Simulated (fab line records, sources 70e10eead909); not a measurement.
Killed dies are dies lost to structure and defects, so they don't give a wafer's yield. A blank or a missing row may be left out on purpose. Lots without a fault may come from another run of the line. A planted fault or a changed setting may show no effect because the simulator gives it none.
fab line records | flow nand_harc | part 2 of 2: steps 30 to 38 of 38
record lots=5 wafers=15 last_day=33
route steps=1302 shown P_M0@272 P_M1@285
lots that met no fault: from a run of the same line without faults
start_h: hours from the record's first day to the start of the lot's first wafer shown | wait_h: hours since the lot's step before | " the same as in the row above | L1.1+2: a row that stands for several wafers | - no value, or no start given | * or withheld: withheld | < > ~ a bound
route shown NAME@n: a module of which the file shows steps, and the number in the route of the first | usual: mean/standard deviation of fault-free wafers | same: alike in all rows | chamber/n: place in a boat | sites: the reading at each site | _std_site: their standard deviation | _edge_site: outer sites' mean less inner sites' | radius_mm: how far each site lies from the wafer's centre | mask NAME#n: copy n | behind: the tool/chamber that last shaped the wafer | hold: why the lot was held/for how many hours/how that ended | device: the transistor (n, p or np) that didn't switch | end of line: the same wafers' tests at the end of the route | a step without rows: its recipe alone | killed: dies lost to structure and defects at the first sort, not the wafer's yield | map: a wafer's dies, x killed, . not, _ none there
set.NAME: the setting as run; set.NAME@STEP: as run at that earlier step | model.NAME: the simulator's own value behind a step, which no gauge read
lots at some steps of the route; a table a step, a row a wafer
services: from which hour (start_h, from the record's first day; less than 0 if before it) a tool's chamber was out of use, for how many hours, and why
## steps
# step NHARC_P_M1_STRIP_18
# recipe power_w=1000 n2_flow_sccm=150 h2_flow_sccm=150 ar_flow_sccm=0 bias_w=0 chemistry=N2/H2
# usual drypump_motor_current_A=5.8/0.52 oes_product_au=1.001/0.009 rf_vpp_V=90.6/1 showerhead_plenum_p_Torr=2.06/0.088 throttle_valve_pct=14.171/0.0087
# columns lot.wafer tool chamber start_h wait_h drypump_motor_current_A oes_product_au rf_hours_counter_h rf_vpp_V showerhead_plenum_p_Torr throttle_valve_pct
L078.4 rie_diel-10 1 170.71 0.1 5.4 0.993 8 89.6 2.09 14.183
L078.2 " 0 " " 5.9 1.001 8 90.0 1.98 14.177
L078.5 " 2 " " 6.0 0.990 - 92.0 1.98 14.161
L080.1 rie_diel-13 1 183.19 0.1 5.1 0.994 0 91.0 2.17 14.162
L080.4 " 3 " " 6.2 0.994 0 92.0 2.09 14.175
L080.2 " 0 " " 6.8 1.005 0 90.5 1.96 14.161
L091.2 rie_diel-12 0 295.49 0.1 6.3 1.006 4 91.9 2.22 14.167
L091.1 " 1 " " 5.8 1.003 3 91.7 2.18 14.170
L091.3 " 2 " " 5.3 1.005 3 90.3 2.01 14.178
L094.1 rie_diel-10 3 329.68 0.1 6.2 0.980 6 89.9 2.10 14.171
L094.4 " 1 " " 5.4 1.003 6 91.4 2.08 14.182
L094.6 " 0 " " 5.9 1.011 - 90.6 1.98 14.180
L097.3 rie_diel-12 3 353.31 0.2 5.6 0.998 21 90.9 2.09 14.181
L097.6 " 0 " " 6.3 1.011 - 91.6 2.21 14.166
L097.5 " 1 " " 5.8 1.010 - 90.7 2.17 14.169
# step NHARC_P_M1_ETCH_28
# recipe target_depth_a=300 over_etch_frac=0.3 time_s=72.99 ion_energy_ev=150 cf4_flow_sccm=50 n2_flow_sccm=100 ar_flow_sccm=150 rf_w=300 bias_w=100 chemistry=CF4/N2
# usual drypump_motor_current_A=5.8/0.5 oes_product_au=1.000/0.0086 rf_vpp_V=314.6/1.8 showerhead_plenum_p_Torr=2.65/0.1 throttle_valve_pct=19.793/0.0097
# columns lot.wafer tool chamber start_h wait_h drypump_motor_current_A oes_product_au rf_hours_counter_h rf_vpp_V showerhead_plenum_p_Torr throttle_valve_pct
L078.2 rie_diel-10 1 - - 5.4 0.995 8 313.5 2.68 19.796
L078.4 " 3 " " 6.2 1.004 7 316.0 2.70 19.793
L078.5 " 1 " " 5.4 0.992 - 316.1 2.68 19.796
L080.4 rie_diel-13 1 - - 5.1 0.999 0 315.8 2.79 19.804
L080.1 " 2 " " 5.3 0.993 0 312.7 2.56 19.786
L080.2 " 3 " " 6.3 1.002 0 314.4 2.68 19.794
L091.2 rie_diel-12 1 - - 5.8 1.014 3 316.1 2.79 19.785
L091.3 " 2 " " 5.3 1.009 3 313.3 2.58 19.791
L091.1 " 0 " " 6.3 1.013 4 316.0 2.84 19.795
L094.4 rie_diel-10 3 - - 6.2 0.985 6 316.1 2.70 19.797
L094.1 " 0 " " 5.9 1.003 7 312.7 2.55 19.798
L094.6 " 3 " " 6.2 0.977 - 317.2 2.70 19.783
L097.3 rie_diel-12 1 - - 5.8 1.012 19 315.4 2.78 19.797
L097.5 " 2 " " 5.3 0.995 - 314.7 2.58 19.797
L097.6 " 3 " " 5.6 0.988 - 314.9 2.68 19.798
# step NHARC_P_M1_STRIP_19
# recipe time_s=600 temp_c=30 chemistry=post_etch_residue_remover
# columns lot.wafer tool chamber start_h wait_h
L078.5+2+4 wet_bench-08 4,6,0 171.08 -
L080.4+1+2 wet_bench-08 4,5,7 183.57 -
L091.3+1+2 wet_bench-10 0,2,3 295.85 -
L094.6+1+4 wet_bench-10 0,1,2 330.07 -
L097.5+3+6 wet_bench-08 6,1,2 353.68 -
# step NHARC_P_M1_DEGAS_29
# recipe temp_c=250 time_s=60
# usual heater_power_w=328/31
# columns lot.wafer tool chamber start_h wait_h heater_power_w
L078.2 pvd_sputter-01 - 171.34 - 293
L078.4 " - " " 283
L078.5 " - " " 387
L080.4 pvd_sputter-03 - 183.83 - 280
L080.2 " - " " 348
L080.1 " - " " 331
L091.3 pvd_sputter-03 - 296.10 - 295
L091.1 " - " " 293
L091.2 " - " " 349
L094.4 pvd_sputter-01 - 330.32 - 375
L094.1 " - " " 293
L094.6 " - " " 389
L097.3 pvd_sputter-01 - 353.97 - 305
L097.5 " - " " 383
L097.6 " - " " 298
# step NHARC_P_M1_PRE_CLEAN_30
# recipe time_s=30 temp_c=280 gas=H2/He
# usual heater_power_w=402/37
# columns lot.wafer tool chamber start_h wait_h heater_power_w
L078.2 pvd_sputter-01 - - - 479
L078.4 " - " " 350
L078.5 " - " " 359
L080.1 pvd_sputter-03 - - - 358
L080.4 " - " " 410
L080.2 " - " " 352
L091.2 pvd_sputter-03 - - - 366
L091.3 " - " " 407
L091.1 " - " " 437
L094.1 pvd_sputter-01 - - - 464
L094.4 " - " " 360
L094.6 " - " " 461
L097.3 pvd_sputter-01 - - - 428
L097.5 " - " " 464
L097.6 " - " " 377
# step NHARC_P_M1_PVD_20
# recipe target_thk_a=50 bias_v=168.6 power_w=15000 chamber_pressure_pa=0.12 time_s=8.06 substrate_temp_c=50 material=TaN
# usual throttle_valve_pct=30.1/1
# columns lot.wafer tool chamber start_h wait_h throttle_valve_pct
L078.4 pvd_sputter-01 - - - 29.1
L078.2 " - " " 30.6
L078.5 " - " " 29.3
L080.2 pvd_sputter-03 - - - 30.5
L080.4 " - " " 30.5
L080.1 " - " " 31.7
L091.3 pvd_sputter-03 - - - 28.4
L091.1 " - " " 30.4
L091.2 " - " " 30.6
L094.4 pvd_sputter-01 - - - 31.4
L094.1 " - " " 29.8
L094.6 " - " " 31.2
L097.3 pvd_sputter-01 - - - 28.9
L097.5 " - " " 31.1
L097.6 " - " " 29.1
# step NHARC_P_M1_PVD_21
# recipe target_thk_a=300 chamber_pressure_pa=5 power_w=5000 substrate_temp_c=30 time_s=20.49 material=Cu
# usual throttle_valve_pct=30.2/1
# columns lot.wafer tool chamber start_h wait_h throttle_valve_pct
L078.4 pvd_sputter-01 - - - 30.7
L078.2 " - " " 29.1
L078.5 " - " " 31.2
L080.4 pvd_sputter-03 - - - 30.3
L080.2 " - " " 30.5
L080.1 " - " " 31.7
L091.2 pvd_sputter-03 - - - 31.5
L091.3 " - " " 30.3
L091.1 " - " " 30.2
L094.4 pvd_sputter-01 - - - 31.7
L094.1 " - " " 30.1
L094.6 " - " " 29.4
L097.3 pvd_sputter-01 - - - 30.0
L097.5 " - " " 31.9
L097.6 " - " " 29.9
# step NHARC_P_M1_ECD_22
# recipe target_thk_a=4000 bath_temp_c=25 material=Cu
# usual bath_temp_c=24.99/0.12
# columns lot.wafer tool chamber start_h wait_h bath_temp_c
L078.2 ecd_cu-01 0 171.77 - 25.09
L078.4 " 0 " " 25.21
L078.5 " 1 " " 25.02
L080.1 ecd_cu-02 1 184.19 - 25.31
L080.2 " 0 " " 25.03
L080.4 " 1 " " 25.23
L091.1 ecd_cu-01 1 296.54 - 24.94
L091.2 " 0 " " 24.77
L091.3 " 1 " " 25.06
L094.1 ecd_cu-02 1 330.74 - 24.96
L094.4 " 0 " " 25.01
L094.6 " 0 " " 24.90
L097.3 ecd_cu-01 1 354.46 - 24.89
L097.6 " 0 " " 24.97
L097.5 " 1 " " 24.74
# step NHARC_P_M1_ANNEAL_31
# recipe temp_c=225 time_s=90
# usual wafer_temp_C_max=226.11/0.26
# columns lot.wafer tool chamber start_h wait_h wafer_temp_C_max
L078.2 rtp_anneal-01 0 172.15 0.3 226.42
L078.4 " 0 " " 226.11
L078.5 " 0 " " 226.04
L080.1 rtp_anneal-02 0 184.57 0.3 226.27
L080.2 " 0 " " 226.09
L080.4 " 0 " " 226.36
L091.1 rtp_anneal-01 0 297.15 - 226.78
L091.2 " 0 " " 225.94
L091.3 " 0 " " 226.71
L094.1 rtp_anneal-02 0 331.08 0.3 226.09
L094.4 " 0 " " 226.30
L094.6 " 0 " " 225.66
L097.3 rtp_anneal-01 0 354.79 - 226.16
L097.5 " 0 " " 225.97
L097.6 " 0 " " 226.03
## services
# columns tool chamber start_h hours kind
pvd_sputter-02 - 143.23 6.6 repair
litho_track-01 - 155.00 7.0 pm
pecvd-02 - 158.72 0.5 repair
pvd_sputter-03 - 170.04 10.0 pm
rie_diel-10 1 174.37 9.7 repair
litho_track-06 - 179.00 7.0 pm
rie_diel-12 0 180.17 12.2 repair
rie_diel-10 2 193.23 9.9 repair
litho_track-04 - 203.00 7.0 pm
pvd_sputter-03 - 210.11 8.5 repair
pvd_sputter-01 - 211.54 29.8 repair
pecvd-02 - 227.23 13.0 pm
pvd_sputter-02 - 230.89 10.5 repair
rie_diel-12 - 236.59 7.4 repair
pvd_sputter-01 - 241.35 10.0 pm
rie_diel-10 - 242.71 9.0 pm
rie_diel-12 - 269.86 9.0 pm
pvd_sputter-03 - 277.93 1.9 repair
pvd_sputter-02 - 282.00 10.0 pm
pecvd-02 - 288.49 1.5 repair
litho_track-01 - 330.00 7.0 pm
pecvd-02 - 333.72 3.4 repair
pvd_sputter-03 - 348.04 10.0 pm
litho_track-06 - 354.00 7.0 pm
